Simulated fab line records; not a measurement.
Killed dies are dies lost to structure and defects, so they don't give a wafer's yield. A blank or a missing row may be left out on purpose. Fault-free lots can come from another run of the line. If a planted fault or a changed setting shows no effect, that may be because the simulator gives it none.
Matching of chambers    flow nand_harc    NHARC_P_CONTACT_DESCUM_17 on rie_diel-04: 4 sister chambers
The step chemistry O2, time 3 s. 16 wafers are shown with their chamber, then 8 later ones without.

## WAFERS, EACH WITH ITS CHAMBER
wafer   chamber  drypump_motor_current_A (A)  oes_product_au (a.u.)  o2_flow_sccm (sccm)
L747.3  2        5.3                          1.002                  199.6
L747.5  1        5.3                          0.990                  200.9
L747.6  0        5.4                          1.008                  199.9
L750.1  3        6.5                          0.992                  202.0
L750.5  2        5.3                          0.995                  200.0
L750.6  1        5.3                          0.997                  199.6
L751.1  1        5.2                          1.009                  200.0
L751.2  3        6.5                          0.995                  201.3
L751.6  1        5.2                          0.998                  199.2
L753.2  3        6.5                          1.001                  199.1
L753.3  0        5.4                          1.007                  200.2
L753.4  2        5.3                          1.002                  200.1
L754.1  3        6.5                          1.002                  200.8
L754.5  3        6.5                          1.002                  200.0
L754.6  2        5.3                          0.989                  198.7
L761.1  3        6.5                          1.013                  199.8

SIGNATURES (averages over the wafers above)
reading                  chamber 0  chamber 1  chamber 2  chamber 3  scatter within a chamber
drypump_motor_current_A  5.400      5.250      5.300      6.500      0.0289
oes_product_au           1.00750    0.99850    0.99700    1.00083    0.00687
o2_flow_sccm             200.050    199.925    199.600    200.500    0.843
Rule: for a wafer and a chamber, the distance is found by dividing, reading by reading, the gap between the wafer's reading and the chamber's mean by the reading's scatter, squaring, summing and taking the root. The wafer belongs to the nearest chamber; if the next one is less than 2 further off, it can't be placed. The scatter is the square root of a quotient: the sum, over the shown wafers, of each reading's squared deviation from its chamber's mean, divided by wafers minus chambers.

## WAFERS WHOSE CHAMBER IS MISSING
wafer   drypump_motor_current_A (A)  oes_product_au (a.u.)  o2_flow_sccm (sccm)
L761.5  6.5                          1.013                  199.3
L761.6  5.3                          1.008                  199.7
L760.1  5.3                          1.011                  199.3
L760.3  6.5                          1.016                  200.0
L760.5  6.5                          1.013                  200.6
L766.1  5.3                          0.992                  199.3
L766.2  6.5                          0.999                  200.8
L766.3  5.3                          0.999                  199.7

## WHICH CHAMBER EACH ONE RAN IN
wafer   from the rows above           in truth
L761.5  3                             3
L761.6  can't be placed: 2 or 1 or 0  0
L760.1  can't be placed: 2 or 1 or 0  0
L760.3  3                             3
L760.5  3                             3
L766.1  can't be placed: 2 or 1       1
L766.2  3                             3
L766.3  can't be placed: 2 or 1       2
Placed correctly: 4 of 8. These rows do not allow placing 4 (true chamber among the candidates in 4). Wrongly placed: 0.
